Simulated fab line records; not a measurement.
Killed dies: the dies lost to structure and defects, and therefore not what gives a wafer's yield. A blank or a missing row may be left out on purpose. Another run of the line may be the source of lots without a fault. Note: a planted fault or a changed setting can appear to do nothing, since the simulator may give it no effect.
Chamber matching / flow n5-finfet / rie-diel-03 running N5_BEOL_M6_DESCUM_33: 4 sister chambers
The step chemistry O2, time 7 s. 8 wafers are shown with their chamber, then 8 later ones without.

## WAFERS PAIRED WITH THEIR CHAMBERS
wafer=L083.2; chamber=2; showerhead-plenum-p-Torr (Torr)=2.10; drypump-motor-current-A (A)=5.4
wafer=L084.1; chamber=0; showerhead-plenum-p-Torr (Torr)=2.06; drypump-motor-current-A (A)=5.6
wafer=L084.3; chamber=1; showerhead-plenum-p-Torr (Torr)=2.11; drypump-motor-current-A (A)=5.3
wafer=L084.4; chamber=3; showerhead-plenum-p-Torr (Torr)=2.23; drypump-motor-current-A (A)=5.7
wafer=L088.1; chamber=1; showerhead-plenum-p-Torr (Torr)=2.11; drypump-motor-current-A (A)=5.3
wafer=L088.3; chamber=3; showerhead-plenum-p-Torr (Torr)=2.22; drypump-motor-current-A (A)=5.7
wafer=L088.4; chamber=2; showerhead-plenum-p-Torr (Torr)=2.09; drypump-motor-current-A (A)=5.5
wafer=L090.1; chamber=0; showerhead-plenum-p-Torr (Torr)=2.05; drypump-motor-current-A (A)=5.6

## WAFERS WITHOUT THEIR CHAMBER
wafer=L090.2; showerhead-plenum-p-Torr (Torr)=2.11; drypump-motor-current-A (A)=5.3
wafer=L090.5; showerhead-plenum-p-Torr (Torr)=2.11; drypump-motor-current-A (A)=5.3
wafer=L094.2; showerhead-plenum-p-Torr (Torr)=2.11; drypump-motor-current-A (A)=5.3
wafer=L094.3; showerhead-plenum-p-Torr (Torr)=2.05; drypump-motor-current-A (A)=5.6
wafer=L094.5; showerhead-plenum-p-Torr (Torr)=2.11; drypump-motor-current-A (A)=5.3
wafer=L097.1; showerhead-plenum-p-Torr (Torr)=2.22; drypump-motor-current-A (A)=5.7
wafer=L097.3; showerhead-plenum-p-Torr (Torr)=2.10; drypump-motor-current-A (A)=5.3
wafer=L097.5; showerhead-plenum-p-Torr (Torr)=2.05; drypump-motor-current-A (A)=5.6

## WHICH CHAMBER EACH ONE RAN IN
wafer=L090.2; from the rows above=1; in truth=1
wafer=L090.5; from the rows above=1; in truth=1
wafer=L094.2; from the rows above=1; in truth=1
wafer=L094.3; from the rows above=0; in truth=0
wafer=L094.5; from the rows above=1; in truth=1
wafer=L097.1; from the rows above=3; in truth=3
wafer=L097.3; from the rows above=1; in truth=1
wafer=L097.5; from the rows above=0; in truth=0
Placed correctly: 8 of 8. Can't be placed from these rows: 0. 0 placed wrongly.
How it was worked out, from the rows above alone: a wafer's distance from a chamber is the root of the sum, over the readings, of the square of ((its reading less the chamber's mean) divided by the reading's scatter). The wafer belongs to the nearest chamber; if the next one is less than 2 further off, it can't be placed. The mean given for a chamber averages the wafers shown for that chamber. The scatter is the square root of a quotient: the sum, over the shown wafers, of each reading's squared deviation from its chamber's mean, divided by wafers minus chambers.
